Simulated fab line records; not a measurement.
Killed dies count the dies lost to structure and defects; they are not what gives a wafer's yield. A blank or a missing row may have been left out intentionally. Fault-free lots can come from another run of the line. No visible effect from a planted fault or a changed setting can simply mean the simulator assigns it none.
Matching of chambers -- flow n5_finfet -- N5_MOL_CONTACT_COAG_CMP_23 on cmp-02: 4 sister chambers
The step polishes, stops on SiO2, t overpolish 1.5 s, target thk 0 nm. 4 wafers are shown with their chamber, then 7 later ones without.

== WAFERS PAIRED WITH THEIR CHAMBERS ==
wafer,chamber,motor_current_A (A)
L091.1,0,8.2
L091.3,2,6.1
L093.1,3,7.5
L093.4,1,7.1

== WAFERS MISSING THEIR CHAMBER ==
wafer,motor_current_A (A)
L093.6,6.9
L095.2,8.0
L095.4,7.2
L095.5,6.3
L097.2,7.9
L097.3,7.0
L097.5,7.2

== THE CHAMBER EACH PASSED THROUGH ==
wafer,from the rows above,in truth
L093.6,1,1
L095.2,can't be placed: 0 or 3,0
L095.4,can't be placed: 1 or 3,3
L095.5,2,2
L097.2,can't be placed: 0 or 3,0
L097.3,1,1
L097.5,can't be placed: 1 or 3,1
Correctly placed: 3 of 7. Cannot be placed on the basis of these rows: 4; the candidates contain the true chamber in 4. Number placed wrongly: 0.
How it was worked out, from the rows above alone: a wafer's distance from a chamber is the root of the sum, over the readings, of the square of ((its reading less the chamber's mean) divided by the reading's scatter). If the next closest chamber is less than 2 further off than the closest, the wafer can't be placed; otherwise it belongs to the closest. A chamber's mean is the mean of its shown wafers. The scatter (one wafer shown for each chamber): square how far every hidden wafer sits from the nearest shown wafer, average those squares and take the square root.
